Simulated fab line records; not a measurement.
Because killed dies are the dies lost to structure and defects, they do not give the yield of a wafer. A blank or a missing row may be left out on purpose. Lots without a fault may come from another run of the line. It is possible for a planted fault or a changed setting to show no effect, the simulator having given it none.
Matching of chambers | flow n5_finfet | N5_SD_EPI_P_ETCH_36 on rie_diel-05: 4 sister chambers
The step etches SiARC in CF4, target depth 45.5 nm, time 75.8 s. 20 wafers are shown with their chamber, then 10 later ones without.

## WAFERS WITH THEIR CHAMBER
wafer  | chamber | drypump_motor_current_A (A) | showerhead_plenum_p_Torr (Torr) | throttle_valve_pct (%)
L075.1 | 3       | 5.5                         | 2.20                            | 15.86
L075.4 | 0       | 6.4                         | 2.09                            | 15.62
L075.5 | 3       | 5.5                         | 2.20                            | 15.86
L076.4 | 2       | 5.8                         | 2.17                            | 15.00
L076.5 | 2       | 5.8                         | 2.17                            | 15.00
L076.6 | 3       | 5.5                         | 2.20                            | 15.86
L078.1 | 2       | 5.8                         | 2.16                            | 15.01
L078.5 | 0       | 6.4                         | 2.08                            | 15.62
L078.6 | 1       | 5.4                         | 2.19                            | 15.24
L086.2 | 3       | 5.5                         | 2.20                            | 15.46
L086.3 | 0       | 6.4                         | 2.08                            | 15.66
L086.6 | 2       | 5.7                         | 2.16                            | 15.03
L087.1 | 2       | 5.7                         | 2.16                            | 15.05
L087.5 | 1       | 5.4                         | 2.18                            | 15.28
L087.6 | 2       | 5.7                         | 2.16                            | 15.02
L089.1 | 1       | 5.4                         | 2.18                            | 15.30
L089.3 | 2       | 5.7                         | 2.16                            | 15.03
L089.5 | 0       | 6.4                         | 2.08                            | 15.66
L091.2 | 0       | 6.4                         | 2.08                            | 15.67
L091.4 | 1       | 5.4                         | 2.18                            | 15.30

SIGNATURES, as means of the wafers listed above
reading                  | chamber 0 | chamber 1 | chamber 2 | chamber 3 | scatter within a chamber
drypump_motor_current_A  | 6.400     | 5.400     | 5.743     | 5.500     | 0.0327
showerhead_plenum_p_Torr | 2.0820    | 2.1825    | 2.1629    | 2.2000    | 0.00431
throttle_valve_pct       | 15.6460   | 15.2800   | 15.0200   | 15.7600   | 0.089
Rule: distance of a wafer from a chamber = root of the sum over the readings of ((wafer's reading minus chamber's mean) / reading's scatter) squared. If the next closest chamber is less than 2 further off than the closest, the wafer can't be placed; otherwise it belongs to the closest. The scatter: the root of (the sum of the squares of (reading less its chamber's mean) over the shown wafers, divided by (wafers less chambers)).

## WAFERS MISSING THEIR CHAMBER
wafer  | drypump_motor_current_A (A) | showerhead_plenum_p_Torr (Torr) | throttle_valve_pct (%)
L091.6 | 5.7                         | 2.16                            | 15.07
L092.1 | 6.4                         | 2.08                            | 15.68
L092.2 | 5.4                         | 2.18                            | 15.30
L092.3 | 5.7                         | 2.16                            | 15.05
L095.2 | 5.7                         | 2.15                            | 15.08
L095.5 | 5.4                         | 2.18                            | 15.31
L095.6 | 6.4                         | 2.07                            | 15.68
L097.3 | 5.7                         | 2.15                            | 15.08
L097.4 | 5.4                         | 2.19                            | 15.49
L097.5 | 5.5                         | 2.19                            | 15.49

## CHAMBER TAKEN BY EACH
wafer  | from the rows above     | in truth
L091.6 | 2                       | 2
L092.1 | 0                       | 0
L092.2 | 1                       | 1
L092.3 | 2                       | 2
L095.2 | 2                       | 2
L095.5 | 1                       | 1
L095.6 | 0                       | 0
L097.3 | 2                       | 2
L097.4 | can't be placed: 1 or 3 | 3
L097.5 | can't be placed: 3 or 1 | 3
Correctly placed: 8 of 10. Unplaceable from these rows: 2, with the true chamber sitting among the candidates in 2. Wrongly placed: 0.
